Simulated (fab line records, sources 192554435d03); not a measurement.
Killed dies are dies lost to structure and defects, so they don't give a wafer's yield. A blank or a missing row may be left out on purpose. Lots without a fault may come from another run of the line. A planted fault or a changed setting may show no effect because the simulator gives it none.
Which tool did it? | flow n5_finfet | 9 lots, 27 wafers sampled, at 7 steps of a route of 1938

WHAT THE GAUGES READ, wafer by wafer
N5_BEOL_M4_INSPECT_59: inspects for defects (darkfield). Usual: raw_defect_count 76, standard deviation 23.
lot  | measured     | on                | raw_defect_count | flag
L523 | day 7 23:07  | defect_inspect-02 | 62 107 91        |
L524 | day 8 14:23  | defect_inspect-01 | 76 37 82         |
L525 | day 8 17:52  | defect_inspect-02 | 79 47 65         |
L533 | day 11 06:44 | defect_inspect-01 | 1158 1127 1210   | OFF
L535 | day 11 10:37 | defect_inspect-01 | 1219 1150 1200   | OFF
L541 | day 12 13:55 | defect_inspect-01 | 80 64 94         |
L542 | day 12 18:06 | defect_inspect-02 | 90 99 48         |
L545 | day 13 15:38 | defect_inspect-01 | 100 63 79        |
L544 | day 13 21:51 | defect_inspect-02 | 67 69 50         |

N5_BEOL_M4_RC_MEAS_101. Usual: DIBL_N 36.5 mV/V, standard deviation 1.4; DIBL_P 36.9 mV/V, standard deviation 1.7; IOFF_N 0.163 nA/um, standard deviation 0.023; IOFF_P 0.22 nA/um, standard deviation 0.032; ION_N 673 uA/um, standard deviation 9; ION_P 462 uA/um, standard deviation 7.5; SS_N 71.6 mV/dec, standard deviation 0.54; SS_P 73.4 mV/dec, standard deviation 0.62; VT_N 249.8 mV, standard deviation 2.8; VT_P -250 mV, standard deviation 3.5.
lot  | measured     | on        | DIBL_N (mV/V)  | DIBL_P (mV/V)  | IOFF_N (nA/um)    | IOFF_P (nA/um) | ION_N (uA/um) | ION_P (uA/um) | SS_N (mV/dec)  | SS_P (mV/dec)  | VT_N (mV)         | VT_P (mV)      | flag
L523 | day 7 23:18  | prober-01 | 35.0 37.3 36.1 | 35.9 38.7 37.2 | 0.143 0.184 0.163 | 0.21 0.26 0.23 | 657 680 663   | 457 468 460   | 71.2 71.9 72.0 | 73.6 74.2 73.8 | 253.3 247.2 250.5 | -248 -245 -249 |
L524 | day 8 14:34  | prober-02 | 36.8 37.5 38.1 | 36.5 36.5 37.9 | 0.161 0.173 0.186 | 0.26 0.25 0.29 | 684 680 689   | 479 475 482   | 71.6 72.0 71.9 | 73.5 73.7 73.7 | 249.2 247.9 245.9 | -243 -248 -244 |
L525 | day 8 18:02  | prober-01 | 36.1 37.7 35.5 | 37.5 39.1 36.7 | 0.159 0.190 0.152 | 0.23 0.27 0.22 | 674 678 677   | 469 469 471   | 71.1 71.6 71.4 | 73.0 73.6 73.6 | 248.9 249.7 253.0 | -247 -248 -252 |
L533 | day 11 06:55 | prober-02 | 37.1 36.3 36.3 | 38.5 37.9 36.7 | 0.184 0.174 0.162 | 0.22 0.21 0.20 | 680 664 667   | 458 456 450   | 71.3 72.3 72.1 | 74.1 73.2 73.7 | 245.7 247.0 249.6 | -253 -251 -253 |
L535 | day 11 10:47 | prober-02 | 37.1 38.6 38.2 | 35.0 37.5 36.8 | 0.147 0.184 0.174 | 0.18 0.22 0.20 | 663 675 683   | 447 455 454   | 71.5 71.8 71.9 | 73.0 74.8 73.5 | 250.5 249.4 248.8 | -255 -252 -253 |
L541 | day 12 13:56 | prober-01 | 33.6 35.3 33.0 | 35.0 36.8 34.3 | 0.123 0.146 0.114 | 0.19 0.21 0.18 | 658 678 657   | 461 464 461   | 70.9 71.4 71.1 | 72.6 73.4 73.1 | 255.1 253.1 255.0 | -251 -252 -256 |
L542 | day 12 18:17 | prober-02 | 37.8 35.1 34.4 | 39.6 36.1 35.9 | 0.191 0.142 0.128 | 0.22 0.17 0.17 | 679 671 656   | 457 448 454   | 71.9 71.0 70.8 | 74.2 73.7 73.8 | 247.5 251.1 255.7 | -252 -258 -254 |
L545 | day 13 15:49 | prober-02 | 37.3 38.3 37.7 | 36.0 37.0 35.6 | 0.184 0.213 0.183 | 0.25 0.29 0.25 | 675 673 673   | 464 460 462   | 71.8 71.7 72.7 | 73.7 74.9 74.1 | 246.7 245.4 249.9 | -246 -246 -247 |
L544 | day 13 21:52 | prober-02 | 37.4 35.0 37.4 | 36.8 33.4 36.2 | 0.154 0.117 0.156 | 0.21 0.16 0.20 | 669 668 664   | 464 456 455   | 71.8 71.4 71.9 | 73.0 72.8 73.4 | 251.2 254.7 252.8 | -249 -253 -249 |

N5_BEOL_M5_THK_MEAS_01. Usual: M5_ILD_THK 121.3 nm, standard deviation 1.4.
lot  | measured     | on            | M5_ILD_THK (nm)   | flag
L523 | day 8 00:41  | film_metro-01 | 120.1 121.6 120.7 |
L524 | day 8 16:26  | film_metro-01 | 121.1 122.1 122.6 |
L525 | day 8 19:25  | film_metro-01 | 119.5 121.7 122.8 |
L533 | day 11 08:18 | film_metro-01 | 121.2 120.1 121.1 |
L535 | day 11 12:11 | film_metro-01 | 120.1 122.9 123.0 |
L541 | day 12 15:28 | film_metro-01 | 119.5 120.0 121.7 |
L542 | day 12 19:40 | film_metro-01 | 120.4 121.3 121.3 |
L545 | day 13 17:12 | film_metro-01 | 119.2 118.7 121.0 |
L544 | day 13 23:25 | film_metro-01 | 120.0 121.0 121.6 |

N5_BEOL_M5_INSPECT_13: inspects for defects (brightfield). Usual: raw_defect_count 407, standard deviation 96.
lot  | measured     | on                | raw_defect_count | flag
L523 | day 8 01:52  | defect_inspect-01 | 317 341 364      |
L524 | day 8 18:00  | defect_inspect-02 | 398 283 406      |
L525 | day 8 20:00  | defect_inspect-02 | 477 402 357      |
L533 | day 11 10:23 | defect_inspect-01 | 1513 1460 1585   | OFF
L535 | day 11 14:16 | defect_inspect-01 | 1716 1581 1582   | OFF
L541 | day 12 16:58 | defect_inspect-02 | 258 297 320      |
L542 | day 12 21:02 | defect_inspect-01 | 517 446 381      |
L545 | day 13 18:32 | defect_inspect-01 | 502 392 389      |
L544 | day 14 01:30 | defect_inspect-01 | 473 416 432      |

WHICH TOOL RAN EACH LOT (tool, then ch and the chambers of the sampled wafers, then the start)
lot  | N5_BEOL_M4_ANNEAL_93         | N5_BEOL_M4_DEP_57               | N5_BEOL_M5_CURE_79
L523 | pvd_sputter-02, day 7 21:41  | pecvd-03 ch 0,1,2, day 7 23:01  | uv_cure-01 ch 0, day 8 00:15
L524 | pvd_sputter-02, day 8 12:56  | pecvd-03 ch 0,1,2, day 8 14:17  | uv_cure-03 ch 2, day 8 15:35
L525 | pvd_sputter-02, day 8 16:26  | pecvd-02 ch 0,1, day 8 17:46    | uv_cure-01 ch 2, day 8 18:59
L533 | pvd_sputter-03, day 11 05:11 | pecvd-02 ch 0,1, day 11 06:38   | uv_cure-02 ch 2, day 11 07:52
L535 | pvd_sputter-01, day 11 09:11 | pecvd-02 ch 1,2, day 11 10:31   | uv_cure-01 ch 2, day 11 11:45
L541 | pvd_sputter-01, day 12 12:13 | pecvd-04 ch 0,1,2, day 12 13:49 | uv_cure-01 ch 1, day 12 14:57
L542 | pvd_sputter-01, day 12 16:14 | pecvd-04 ch 0,1, day 12 18:01   | uv_cure-02 ch 2, day 12 19:14
L545 | pvd_sputter-02, day 13 14:10 | pecvd-03 ch 0,1,2, day 13 15:33 | uv_cure-02 ch 1, day 13 16:46
L544 | pvd_sputter-02, day 13 20:24 | pecvd-03 ch 0,1,2, day 13 21:45 | uv_cure-03 ch 1, day 13 22:54
- N5_BEOL_M4_ANNEAL_93: time 240 s.
- N5_BEOL_M4_DEP_57: deposits SiCN from 3MS/NH3, target thk 8 nm, time 14 s.
- N5_BEOL_M5_CURE_79: cures SiCOH lowk, time 240 s.

WHAT THE TOOLS THEMSELVES READ (means of the sampled wafers that have a number; where no wafer has one, the mark that the record gives instead)
N5_BEOL_M4_ANNEAL_93. Usual: heater_power_w 822 W, standard deviation 84.
lot  | tool           | heater_power_w (W) | flag
L523 | pvd_sputter-02 | 746                |
L524 | pvd_sputter-02 | 821                |
L525 | pvd_sputter-02 | 773                |
L533 | pvd_sputter-03 | 943                |
L535 | pvd_sputter-01 | 833                |
L541 | pvd_sputter-01 | 842                |
L542 | pvd_sputter-01 | 821                |
L545 | pvd_sputter-02 | 893                |
L544 | pvd_sputter-02 | 799                |

N5_BEOL_M4_DEP_57. Usual: showerhead_plenum_p_Torr 3.666 Torr, standard deviation 0.018; throttle_valve_pct 9.0 %, standard deviation 0.67.
lot  | tool     | showerhead_plenum_p_Torr (Torr) | throttle_valve_pct (%) | flag
L523 | pecvd-03 | 3.679                           | 9.1                    |
L524 | pecvd-03 | 3.672                           | 9.3                    |
L525 | pecvd-02 | 3.668                           | 9.5                    |
L533 | pecvd-02 | 3.659                           | 9.3                    |
L535 | pecvd-02 | 3.644                           | 8.8                    |
L541 | pecvd-04 | 3.660                           | 8.9                    |
L542 | pecvd-04 | 3.679                           | 9.0                    |
L545 | pecvd-03 | 3.673                           | 8.6                    |
L544 | pecvd-03 | 3.676                           | 8.7                    |

N5_BEOL_M5_CURE_79. Usual: lamp_power_pct 52.31 %, standard deviation 0.053; wafer_temp_C_max 386.4, standard deviation 0.48.
lot  | tool       | lamp_power_pct (%) | wafer_temp_C_max | flag
L523 | uv_cure-01 | 52.30              | 386.1            |
L524 | uv_cure-03 | 52.32              | 387.1            |
L525 | uv_cure-01 | 52.28              | 386.0            |
L533 | uv_cure-02 | 52.29              | 386.5            |
L535 | uv_cure-01 | 52.33              | 386.4            |
L541 | uv_cure-01 | 52.26              | 386.3            |
L542 | uv_cure-02 | 52.34              | 386.0            |
L545 | uv_cure-02 | 52.33              | 385.9            |
L544 | uv_cure-03 | 52.32              | 386.6            |

THE ANSWER, worked out from the rows above alone
Rule: a lot is off if the mean of its wafers that have a number lies more than 3 standard deviations from the usual mean. A lot without any number at a reading at which 4 lots or more have one is off too. The other lots that the step has rows for count as sound. The gauges are gone through in route order, then the tools' own readings, and for those a lot's mean is taken as printed above. The first step at which some lot is off is used, and at that step the reading that is off furthest; a lot without a number counts as furthest.
Off: L533, L535, at N5_BEOL_M4_INSPECT_59 (raw_defect_count).
A tool fits if, at a process step before that reading, it ran every lot that is off, and no sound lot after the first of them. The gauges at N5_BEOL_M4_INSPECT_59 are tried like those tools. One fits: pecvd-02 at N5_BEOL_M4_DEP_57. Its last sound lot is L525 (day 8 17:46), its first lot that is off L533 (day 11 06:38): a fault that began between those two fits.

WHAT THE SIMULATOR HAD PUT IN
Chamber particle source: pecvd-02, from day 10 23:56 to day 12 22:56, at N5_BEOL_M4_DEP_57. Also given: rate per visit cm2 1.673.
Lots struck among those shown: L533, L535. The rule above found the same.
